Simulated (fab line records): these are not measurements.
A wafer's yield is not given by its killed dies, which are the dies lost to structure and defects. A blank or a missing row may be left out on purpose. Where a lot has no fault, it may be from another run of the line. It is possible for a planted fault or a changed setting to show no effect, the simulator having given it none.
Which tool is to blame? / flow n5Finfet / 10 lots with 30 wafers sampled at 2 steps, on a route of 1938 steps

WHAT THE GAUGES SHOWED, per wafer
N5_WELL_APT_INSPECT_38: inspects for defects (darkfield).
lot=L926; measured=day 1 16:49; on=defectInspect-02; rawDefectCount=26 26 18
lot=L927; measured=day 1 22:38; on=defectInspect-02; rawDefectCount=10 13 13
lot=L929; measured=day 2 11:07; on=defectInspect-01; rawDefectCount=19 14 5
lot=L932; measured=day 3 04:32; on=defectInspect-01; rawDefectCount=11 19 13
lot=L935; measured=day 3 23:07; on=defectInspect-02; rawDefectCount=19 8 15
lot=L939; measured=day 4 23:35; on=defectInspect-01; rawDefectCount=9 18 12
lot=L942; measured=day 5 18:08; on=defectInspect-02; rawDefectCount=4 12 13
lot=L943; measured=day 5 23:01; on=defectInspect-01; rawDefectCount=18 10 12
lot=L947; measured=day 6 22:47; on=defectInspect-02; rawDefectCount=14 14 22
lot=L949; measured=day 7 11:07; on=defectInspect-01; rawDefectCount=21 17 19

EACH LOT AND THE TOOL THAT RAN IT (in order: tool; ch and the chambers of the sampled wafers; start)
lot=L926; N5_WELL_APT_DESCUM_13=rieDiel-04 ch 1,2,3, day 1 13:58
lot=L927; N5_WELL_APT_DESCUM_13=rieDiel-04 ch 0,1,3, day 1 19:47
lot=L929; N5_WELL_APT_DESCUM_13=rieDiel-03 ch 1,2, day 2 08:22
lot=L932; N5_WELL_APT_DESCUM_13=rieDiel-01 ch 1,2, day 3 01:46
lot=L935; N5_WELL_APT_DESCUM_13=rieDiel-04 ch 0,2,3, day 3 20:20
lot=L939; N5_WELL_APT_DESCUM_13=rieDiel-03 ch 0,1,2, day 4 20:00
lot=L942; N5_WELL_APT_DESCUM_13=rieDiel-03 ch 1,2,3, day 5 15:06
lot=L943; N5_WELL_APT_DESCUM_13=rieDiel-03 ch 0,1,2, day 5 19:46
lot=L947; N5_WELL_APT_DESCUM_13=rieDiel-01 ch 1,2,3, day 6 19:40
lot=L949; N5_WELL_APT_DESCUM_13=rieDiel-04 ch 0,3, day 7 08:05
- N5_WELL_APT_DESCUM_13: chemistry O2, time 7.9 s.

THE ANSWER, worked out from the rows above alone
Rule: usual is defined by the lots themselves. The widest of any qualifying gaps counts: lots, ordered by their means at a reading, are off when they make up no more than a third of the lots, leave a main group of 4 or more, and stand apart from it by 3 or more times the standard deviation of that group's means. Not used: any main group whose means are identical at the precision the tables above print for the reading. Also off: a lot with no number at a reading for which 4 or more lots have one. All remaining lots with rows at the step are treated as sound.
Across all readings shown, no lot is off: no conclusion can be drawn from this.

WHAT HAD BEEN PUT IN BY THE SIMULATOR
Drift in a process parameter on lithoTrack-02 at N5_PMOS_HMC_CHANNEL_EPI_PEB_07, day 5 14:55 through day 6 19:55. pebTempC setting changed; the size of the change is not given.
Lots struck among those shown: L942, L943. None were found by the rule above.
